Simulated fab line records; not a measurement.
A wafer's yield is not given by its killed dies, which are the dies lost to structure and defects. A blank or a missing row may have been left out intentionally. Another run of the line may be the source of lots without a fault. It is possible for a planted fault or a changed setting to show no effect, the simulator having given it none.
Problem report, 8D (eight disciplines) form, completed by code || flow nandHarc || the parts of the form that need people (team, actions taken, sign-off) are left out

== 1. WHAT WENT WRONG ==
Mean of killedAtArray at NHARC_END_SORT_01: 670 across 2 wafers in 2 lots; on wafers with no fault it is 28 (standard deviation 11). That puts it +58 standard deviations away from the usual mean.
The first sign was on wafer L562.2 at day 25 23:12, on prober-02. The record holds 6 wafers of 2 lots with a number at this step. Rule for "out", or "out of limits": more than 4 standard deviations from the usual mean. Any other wafer with a number is counted as sound.

== 2. WHAT IT IS; WHAT IT IS NOT ==
{"question": "which readings at this step", "is": "killedAtArray, killedDies", "is not": "killedAtOther, killedAtPeriphery, killedOpen, killedShort"}
{"question": "which lots", "is": "L562, L566", "is not": "-"}
{"question": "which wafers of those lots", "is": "L562.2, L566.1", "is not": "L562.3, L562.6, L566.2, L566.5"}
{"question": "read on which gauges", "is": "prober-02", "is not": "-"}
{"question": "when", "is": "from day 25 23:12", "is not": "up to then (0 sound wafers); but 4 sound wafers of L562, L566 came after"}

== 3. SUSPECTS, AND WHAT RULES EACH OUT ==
Counting: any tool at a process step up to the reading remains a suspect provided it ran every lot that is out. Sound lots after the first of them don't rule it out here, since some wafers of a struck lot are sound.
- the gauge at NHARC_END_SORT_01: ruled out. All the wafers that are out were read on prober-02, but those of them that NHARC_A_STAIRCASE_TRIM_229 has rows for are out there too, on other tools.
- plasmaAsher-01 at NHARC_A_STAIRCASE_STRIP_205 (strips in O2): kept. It ran every lot that is out, first L562 (day 15 01:54).
- rieDiel-09 at NHARC_A_STAIRCASE_TRIM_229 (chemistry O2, time 211.2 s): kept. It ran every lot that is out, first L562 (day 15 04:26). Its own runLengthS readings are out on those wafers.
- rieDiel-09, NHARC_A_STAIRCASE_TRIM_229: wafers that are out in chamber 0, sound lot-mates in chambers 1, 2, 3.
What counting leaves: plasmaAsher-01 at NHARC_A_STAIRCASE_STRIP_205 and rieDiel-09 at NHARC_A_STAIRCASE_TRIM_229.

== 4. THE CAUSE (what the simulator had put in) ==
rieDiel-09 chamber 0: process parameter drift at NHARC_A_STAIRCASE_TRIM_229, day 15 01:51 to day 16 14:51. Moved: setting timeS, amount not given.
Counting left 2 suspects, and this tool is among them.

== 5. THE EFFECT CHAIN, in route order ==
One row per reading whose mean, taken over the struck wafers that have a number, lies over 3 standard deviations from the usual. Readings are gone through only where the record gives a usual standard deviation; hours: the median, over the lots, of the time from a lot's start at the first step in this table giving one to that lot's start at this step; sigmas: the change measured in usual standard deviations.
{"hours": 0, "step": "NHARC_A_STAIRCASE_TRIM_229", "reading": "runLengthS", "usual": "232.5 s", "on struck wafers": 149.6, "change": -82.9, "sigmas": "-99 or more"}
{"hours": 261, "step": "NHARC_END_SORT_01", "reading": "killedAtArray", "usual": 28, "on struck wafers": 670, "change": "+642", "sigmas": "+58"}
{"hours": 261, "step": "NHARC_END_SORT_01", "reading": "killedDies", "usual": 31, "on struck wafers": 672, "change": "+641", "sigmas": "+58"}
It contains these process steps:
- NHARC_A_STAIRCASE_TRIM_229: chemistry O2, time 211.2 s.

== 6. HOW IT WOULD HAVE BEEN CAUGHT EARLIER ==
In this record the first reading out of limits at a measuring or inspecting step was taken at day 25 23:12, 261 hours after the fault began at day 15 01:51.
The tool's own readings at NHARC_A_STAIRCASE_TRIM_229 were out on every struck wafer that the step has a row for (runLengthS): an alarm limit on them would have fired on the first of those.
Each of the lots that are out, 2 in all, had begun NHARC_A_STAIRCASE_TRIM_229 on rieDiel-09 no later than day 25 23:12. Holding the tool at that point would not have protected any of them.
